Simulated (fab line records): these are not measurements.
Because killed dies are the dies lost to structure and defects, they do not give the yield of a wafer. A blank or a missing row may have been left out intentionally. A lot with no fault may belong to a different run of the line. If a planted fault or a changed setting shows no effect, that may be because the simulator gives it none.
Matching of chambers    flow n5Finfet    N5_BEOL_M5_CURE_80 on uvCure-03: 3 sister chambers
The step cures SiCOH lowk, time 120 s. 6 wafers are shown with their chamber, then 7 later ones without.

## WAFERS WITH THEIR CHAMBER
wafer   chamber  wafer_temp_C_max  lampPowerPct (%)
L080.4  1        373.2             52.36
L080.5  1        372.5             52.38
L085.4  2        371.9             52.35
L085.6  2        371.2             52.27
L087.2  0        372.0             52.28
L087.5  0        372.1             52.29

## WAFERS MISSING THEIR CHAMBER
wafer   wafer_temp_C_max  lampPowerPct (%)
L087.6  371.9             52.33
L096.1  371.7             52.34
L096.2  371.7             52.26
L096.3  372.0             52.30
L095.1  371.8             52.25
L095.3  371.7             52.40
L095.5  371.3             52.34

## CHAMBER TAKEN BY EACH
wafer   from the rows above           in truth
L087.6  can't be placed: 2 or 0 or 1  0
L096.1  can't be placed: 2 or 0       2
L096.2  can't be placed: 0 or 2       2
L096.3  can't be placed: 0 or 2       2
L095.1  can't be placed: 0 or 2       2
L095.3  can't be placed: 2 or 1 or 0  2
L095.5  can't be placed: 2 or 0       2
0 of 7 placed correctly. Unplaceable from these rows: 7, with the true chamber sitting among the candidates in 7. Number placed wrongly: 0.
How it was worked out, from the rows above alone: a wafer's distance from a chamber is the root of the sum, over the readings, of the square of ((its reading less the chamber's mean) divided by the reading's scatter). The wafer belongs to the nearest chamber; if the next one is less than 2 further off, it can't be placed. For every chamber, the mean is computed from those of its wafers that are shown. The scatter: the root of (the sum of the squares of (reading less its chamber's mean) over the shown wafers, divided by (wafers less chambers)).
